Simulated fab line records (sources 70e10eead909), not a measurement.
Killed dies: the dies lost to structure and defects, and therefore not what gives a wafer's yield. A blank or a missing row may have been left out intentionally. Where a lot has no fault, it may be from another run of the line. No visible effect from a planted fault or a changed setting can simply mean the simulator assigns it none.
Chamber matching ; flow nand-harc ; 4 sister chambers for NHARC_P_GATE_ETCH_32 on rie-si-06
The step etches the open film in HBr/Cl2, target depth 150 nm, time 100.1 s. 16 wafers are shown with their chamber, then 8 later ones without.

EACH WAFER AND ITS CHAMBER
wafer;chamber;drypump-motor-current-A (A);hbr-flow-sccm (sccm);throttle-valve-pct (%)
L077.1;0;6.7;150.2;26.412
L077.4;2;5.7;149.5;26.408
L077.5;2;5.7;149.3;26.407
L080.2;3;5.8;149.9;26.400
L080.5;1;6.3;149.5;26.404
L080.6;2;5.7;149.6;26.392
L083.3;3;5.8;149.7;26.408
L083.4;1;6.3;150.3;26.401
L083.5;2;5.7;150.1;26.407
L088.1;3;5.8;149.9;26.384
L088.3;1;6.3;149.5;26.420
L088.6;1;6.2;150.0;26.406
L093.1;1;6.2;149.4;26.419
L093.3;2;5.7;149.7;26.417
L093.5;2;5.7;149.9;26.402
L097.1;0;6.7;150.3;26.417

SIGNATURES (means of the wafers above)
reading;chamber 0;chamber 1;chamber 2;chamber 3;scatter within a chamber
drypump-motor-current-A;6.700;6.260;5.700;5.800;0.0316
hbr-flow-sccm;150.250;149.740;149.683;149.833;0.296
throttle-valve-pct;26.41450;26.41000;26.40550;26.39733;0.00896
Rule: a wafer lies at a distance from a chamber equal to the root of the sum of squares, over the readings, of (its reading less the chamber's mean, divided by the reading's scatter). The wafer belongs to the nearest chamber; if the next one is less than 2 further off, it can't be placed. The scatter is the square root of a quotient: the sum, over the shown wafers, of each reading's squared deviation from its chamber's mean, divided by wafers minus chambers.

WAFERS WITH NO CHAMBER GIVEN
wafer;drypump-motor-current-A (A);hbr-flow-sccm (sccm);throttle-valve-pct (%)
L097.2;5.7;149.1;26.412
L097.6;5.8;150.8;26.403
L095.1;6.6;149.7;26.397
L095.3;6.3;150.3;26.401
L095.5;5.7;149.5;26.395
L096.2;5.7;149.6;26.392
L096.4;6.7;150.3;26.398
L096.5;5.7;149.4;26.384

WHICH CHAMBER EACH ONE RAN IN
wafer;from the rows above;in truth
L097.2;2;2
L097.6;can't be placed: 3 or 2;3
L095.1;0;0
L095.3;1;1
L095.5;2;2
L096.2;can't be placed: 2 or 3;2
L096.4;0;0
L096.5;can't be placed: 2 or 3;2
Correctly placed: 5 of 8. Not placeable from these rows: 3 (in 3, the candidates include the true chamber). Number placed wrongly: 0.
